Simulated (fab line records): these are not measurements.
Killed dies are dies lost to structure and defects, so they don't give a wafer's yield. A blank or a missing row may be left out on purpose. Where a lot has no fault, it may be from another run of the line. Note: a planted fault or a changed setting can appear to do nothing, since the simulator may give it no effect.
Problem report in the 8D (eight disciplines) form, filled by code    flow n5-finfet    the parts of the form that need people (team, actions taken, sign-off) are left out

## 1. PROBLEM STATEMENT
run-length-s at N5_BEOL_M12_ETCH_68 reads a mean of 298.6 s on 4 wafers of 3 lots; wafers without a fault read 308.4 s with a standard deviation of 0.42. That puts it -23 standard deviations away from the usual mean.
The step: etches SOC in N2/H2, time 285 s.
First seen on wafer L990.1, day 13 04:35, on rie-diel-06. At this step, 19 wafers from 7 lots have a number in the record. Rule for "out" (also "out of limits"): further than 4 standard deviations from the usual mean. All remaining wafers that have a number are taken as sound.

## 2. WHAT IT IS; WHAT IT IS NOT
question                     is                              is not
which readings at this step  run-length-s                    drypump-motor-current-A, h2-flow-sccm, oes-product-au, rf-vpp-V, showerhead-plenum-p-Torr, throttle-valve-pct
which lots                   L990, L991, L992                L100, L980, L987, L997
which wafers of those lots   L990.1, L991.4, L992.1, L992.4  L990.5, L991.5, L992.3
read on which tools          rie-diel-06                     rie-diel-02, rie-diel-04
when                         from day 13 04:35               up to then (7 sound wafers); but 8 sound wafers of L100, L991, L992, L997 came after

## 3. THE SUSPECTS, EACH WITH WHAT RULES IT OUT
Counting: if a tool at a process step up to the reading ran every lot that is out, it stays a suspect. Sound lots after the first of them don't rule it out here, since some wafers of a struck lot are sound.
- rie-diel-06 at N5_BEOL_M12_DESCUM_33 (chemistry O2, time 7.9 s): kept. Ran every lot that is out, first one L990 (day 13 04:24); last sound lot up to then L987 (day 12 13:05).
- rie-diel-06 at N5_BEOL_M12_ETCH_67 (etches SiARC in CF4, target depth 143 nm, time 238.3 s): kept. Ran every lot that is out, first one L990 (day 13 04:26); last sound lot up to then L987 (day 12 13:07).
- rie-diel-06 at N5_BEOL_M12_ETCH_68 (etches SOC in N2/H2, time 285 s): kept. Ran every lot that is out, first one L990 (day 13 04:35); last sound lot up to then L987 (day 12 13:16). Out on those wafers are its own readings of run-length-s.
Still standing after the count: rie-diel-06 at N5_BEOL_M12_DESCUM_33, rie-diel-06 at N5_BEOL_M12_ETCH_67, rie-diel-06 at N5_BEOL_M12_ETCH_68.

## 4. THE CAUSE (what the simulator had put in)
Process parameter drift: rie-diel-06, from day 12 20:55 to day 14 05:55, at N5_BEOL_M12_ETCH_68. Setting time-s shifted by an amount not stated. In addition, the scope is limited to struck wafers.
3 suspects survive the count, and this tool is in that group.

## 5. SEQUENCE OF EFFECTS, ordered by route
Each row: a reading where the mean over the struck wafers with a number is more than 3 standard deviations away from the usual. Only readings whose record carries a usual standard deviation are examined. hours: median over the lots of the time between each lot's start at the first step of this table that gives one and its start at this step. sigmas: the change, counted in usual standard deviations.
hours  step                 reading       usual    on struck wafers  change  sigmas
0      N5_BEOL_M12_ETCH_68  run-length-s  308.4 s  298.6             -9.8    -23
The process steps in it:
- N5_BEOL_M12_ETCH_68: etches SOC in N2/H2, time 285 s.
Readings that are blank on the struck wafers while sound wafers have them: bias-w at N5_BEOL_M12_ETCH_68.

## 6. HOW IT WOULD HAVE BEEN CAUGHT EARLIER
First out-of-limits reading in this record: day 13 04:35, which is 8 hours after fault onset at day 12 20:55.
